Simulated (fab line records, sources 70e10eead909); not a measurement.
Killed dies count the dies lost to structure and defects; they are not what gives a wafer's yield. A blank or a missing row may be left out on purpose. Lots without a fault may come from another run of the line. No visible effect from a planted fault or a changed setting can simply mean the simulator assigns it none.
2 desks looking at one fault ; flow nand_harc ; numbers are kept per desk, each desk with only its own; the story behind them comes last

METROLOGY DESK
Means of the sampled wafers that have a number, per lot and without regard to the tool the lot ran on: this is what the gauges read. Any lot whose mean is over 4 standard deviations away from the usual mean is out of limits and marked OUT; that distance is given in the brackets.
Columns: A = cd_nm at NHARC_THIN_TSV_CD_MEAS_37, usual 5001 nm
lot;first seen here;A
L834;day 24 04:14;5007
L836;day 24 20:36;5000
L835;day 25 00:37;4996
L838;day 25 01:51;5001
L837;day 25 02:25;5001
L839;day 26 06:59;4997
L840;day 27 07:42;4997
L847;day 29 03:37;5007
L851;day 30 12:14;4996
L849;day 30 21:06;4999
L855;day 32 09:57;5001
L857;day 32 19:48;5000
L856;day 32 21:03;4997
This desk's verdict: no lot among the 13 shows anything out of limits.

FOR THE TOOL OWNER'S DESK: ald_hk-02
The tool's own readings at NHARC_A_CHANNEL_FILL_D2_ALD_02 (deposits SiO2, target thk 6 nm, pulse time 10 s, ald cycles 60): means of the sampled wafers that have a number, for each lot that ran on this tool. Any lot whose mean is over 4 standard deviations away from the usual mean is out of limits and marked OUT; that distance is given in the brackets.
Columns: A = heater_power_w at NHARC_A_CHANNEL_FILL_D2_ALD_02, usual 496 W; B = precursor_pulse_height_rel at NHARC_A_CHANNEL_FILL_D2_ALD_02, usual 0.999
lot;first seen here;A;B
L847;day 18 11:47;484;1.001
L855;day 22 00:32;492;0.992
L857;day 22 17:38;489;1.000
This desk's verdict: no lot among the 3 shows anything out of limits.

ALL TOGETHER
At the metrology desk, nothing out of limits was observed.
The tool owner's desk saw nothing out of limits.

WHAT THE SIMULATOR HAD INSERTED
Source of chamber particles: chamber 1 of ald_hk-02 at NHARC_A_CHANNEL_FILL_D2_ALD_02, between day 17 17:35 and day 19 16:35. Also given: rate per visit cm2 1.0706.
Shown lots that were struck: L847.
